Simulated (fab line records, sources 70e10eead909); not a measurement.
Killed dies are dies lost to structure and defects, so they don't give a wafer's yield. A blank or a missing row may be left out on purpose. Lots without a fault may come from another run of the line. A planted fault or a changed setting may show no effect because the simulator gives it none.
Chamber matching | flow nand_harc | NHARC_P_M1_CMP_23 on cmp-02: 4 sister chambers
The step polishes, t overpolish 20 s, target thk 157.82 nm. 18 wafers are shown with their chamber, then 9 later ones without.

WAFERS WITH THEIR CHAMBER
wafer  | chamber | motor_current_A (A) | time_to_endpoint_s (s)
L080.2 | 3       | 10.6                | 28
L080.4 | 2       | 13.3                | 33
L080.6 | 2       | 12.8                | 31
L084.2 | 3       | 11.1                | 19
L084.3 | 0       | 12.8                | 24
L084.6 | 0       | 12.9                | 20
L087.2 | 0       | 13.1                | 28
L087.3 | 3       | 11.2                | 28
L087.6 | 1       | 10.9                | 29
L089.3 | 2       | 13.1                | 33
L089.4 | 1       | 11.9                | 30
L089.5 | 2       | 13.0                | 35
L090.2 | 2       | 12.5                | 28
L090.3 | 3       | 10.9                | 24
L090.6 | 3       | 11.2                | 25
L091.1 | 1       | 11.0                | 28
L091.4 | 3       | 10.5                | 31
L091.6 | 3       | 10.8                | 28

SIGNATURES (means of the wafers above)
reading            | chamber 0 | chamber 1 | chamber 2 | chamber 3 | scatter within a chamber
motor_current_A    | 12.933    | 11.267    | 12.940    | 10.900    | 0.328
time_to_endpoint_s | 24.00     | 29.00     | 32.00     | 26.14     | 3.3
Rule: a wafer's distance from a chamber is the root of the sum, over the readings, of the square of ((its reading less the chamber's mean) divided by the reading's scatter). The wafer belongs to the nearest chamber; if the next one is less than 2 further off, it can't be placed. The scatter: the root of (the sum of the squares of (reading less its chamber's mean) over the shown wafers, divided by (wafers less chambers)).

WAFERS WITHOUT THEIR CHAMBER
wafer  | motor_current_A (A) | time_to_endpoint_s (s)
L092.3 | 10.7                | 30
L092.4 | 12.4                | 33
L092.5 | 11.2                | 31
L096.1 | 12.4                | 35
L096.4 | 11.1                | 30
L096.5 | 13.4                | 30
L097.1 | 12.8                | 31
L097.3 | 10.5                | 27
L097.5 | 11.7                | 27

WHICH CHAMBER EACH WENT THROUGH
wafer  | from the rows above          | in truth
L092.3 | can't be placed: 3 or 1      | 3
L092.4 | can't be placed: 2 or 0 or 1 | 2
L092.5 | can't be placed: 1 or 3      | 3
L096.1 | can't be placed: 2 or 0      | 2
L096.4 | can't be placed: 1 or 3      | 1
L096.5 | can't be placed: 2 or 0      | 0
L097.1 | can't be placed: 2 or 0      | 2
L097.3 | can't be placed: 3 or 1      | 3
L097.5 | can't be placed: 1 or 3      | 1
Placed correctly: 0 of 9. Can't be placed from these rows: 9 (the true chamber is among the candidates in 9). Placed wrongly: 0.
